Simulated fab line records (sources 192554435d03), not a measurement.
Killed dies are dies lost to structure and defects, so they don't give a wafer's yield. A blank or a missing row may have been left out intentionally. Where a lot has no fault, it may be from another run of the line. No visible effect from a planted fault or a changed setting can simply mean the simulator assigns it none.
Matching of chambers -- flow n5_finfet -- N5_MOL_CONTACT_COAG_ETCH_66 on rie_diel-06 has 4 sister chambers
The step etches SiARC in CF4, target depth 13 nm, time 21.7 s. 16 wafers are shown with their chamber, then 8 later ones without.

## WAFERS WITH THEIR CHAMBER
wafer,chamber,drypump_motor_current_A (A),showerhead_plenum_p_Torr (Torr),etch_rf_on_time_s (s)
L075.1,1,5.2,2.22,21.2
L075.4,2,6.2,2.20,22.0
L075.5,3,6.8,2.23,22.3
L076.3,0,5.9,2.21,21.5
L076.4,3,6.8,2.22,22.2
L076.5,0,5.9,2.21,21.3
L082.1,3,6.8,2.22,22.3
L082.4,2,6.2,2.19,22.2
L082.6,1,5.2,2.22,21.2
L084.2,0,5.9,2.21,21.7
L084.4,1,5.2,2.22,21.1
L084.5,3,6.8,2.22,22.0
L086.2,1,5.2,2.22,20.8
L086.3,0,5.9,2.21,21.6
L086.4,3,6.7,2.22,22.2
L087.3,1,5.2,2.21,21.5

SIGNATURES (means of the wafers above)
reading,chamber 0,chamber 1,chamber 2,chamber 3,scatter within a chamber
drypump_motor_current_A,5.900,5.200,6.200,6.780,0.0258
showerhead_plenum_p_Torr,2.2100,2.2180,2.1950,2.2220,0.00418
etch_rf_on_time_s,21.525,21.160,22.100,22.200,0.187
Rule: for each reading, subtract the chamber's mean from the wafer's reading, divide by that reading's scatter and square the result; add these up over the readings and take the root, which gives the wafer's distance from the chamber. The wafer belongs to the nearest chamber; if the next one is less than 2 further off, it can't be placed. The scatter: take each reading less its chamber's mean, square it, sum over the shown wafers, divide by the number of wafers less the number of chambers, and take the root.

## WAFERS WHOSE CHAMBER IS MISSING
wafer,drypump_motor_current_A (A),showerhead_plenum_p_Torr (Torr),etch_rf_on_time_s (s)
L087.4,5.9,2.21,22.0
L087.5,6.8,2.22,22.5
L088.3,5.2,2.21,21.5
L088.5,5.9,2.21,22.2
L088.6,5.2,2.21,21.6
L091.3,5.9,2.20,22.2
L091.4,6.8,2.22,22.3
L091.5,6.2,2.19,22.3

## WHICH CHAMBER EACH ONE RAN IN
wafer,from the rows above,in truth
L087.4,0,0
L087.5,3,3
L088.3,1,1
L088.5,0,0
L088.6,1,1
L091.3,0,0
L091.4,3,3
L091.5,2,2
Correctly placed: 8 of 8. From these rows, 0 cannot be placed. 0 placed wrongly.
